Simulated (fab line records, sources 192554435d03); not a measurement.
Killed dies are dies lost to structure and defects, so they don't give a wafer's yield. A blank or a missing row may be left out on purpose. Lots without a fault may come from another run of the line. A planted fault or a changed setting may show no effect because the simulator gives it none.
Chamber matching | flow n5_finfet | N5_HKMG_FIN_CVD_62 on thermal_cvd_si-01: 3 sister chambers
The step deposits a-Si from Si2H6, target thk 3 nm, time 20.8 s. 6 wafers are shown with their chamber, then 10 later ones without.

WAFERS WITH THEIR CHAMBER
wafer  | chamber | heater_power_outer_w (W) | heater_power_w (W)
L084.6 | 2       | 975                      | 1470
L088.2 | 0       | 1008                     | 1617
L088.5 | 2       | 976                      | 1486
L088.6 | 1       | 1058                     | 1677
L090.2 | 1       | 1070                     | 1648
L090.3 | 0       | 1019                     | 1596

WAFERS WITHOUT THEIR CHAMBER
wafer  | heater_power_outer_w (W) | heater_power_w (W)
L090.6 | 994                      | 1571
L092.2 | 1062                     | 1661
L092.4 | 1011                     | 1429
L092.5 | 1056                     | 1653
L094.1 | 1002                     | 1501
L094.3 | 1007                     | 1455
L094.4 | 1080                     | 1635
L096.1 | 972                      | 1467
L096.3 | 1006                     | 1547
L096.6 | 988                      | 1597

WHICH CHAMBER EACH WENT THROUGH
wafer  | from the rows above | in truth
L090.6 | 0                   | 0
L092.2 | 1                   | 1
L092.4 | 2                   | 2
L092.5 | 1                   | 1
L094.1 | 2                   | 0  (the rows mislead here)
L094.3 | 2                   | 2
L094.4 | 1                   | 1
L096.1 | 2                   | 2
L096.3 | 0                   | 0
L096.6 | 0                   | 0
Placed correctly: 9 of 10. Can't be placed from these rows: 0. Placed wrongly: 1.
How it was worked out, from the rows above alone: a wafer's distance from a chamber is the root of the sum, over the readings, of the square of ((its reading less the chamber's mean) divided by the reading's scatter). The wafer belongs to the nearest chamber; if the next one is less than 2 further off, it can't be placed. A chamber's mean is the mean of its shown wafers. The scatter: the root of (the sum of the squares of (reading less its chamber's mean) over the shown wafers, divided by (wafers less chambers)).
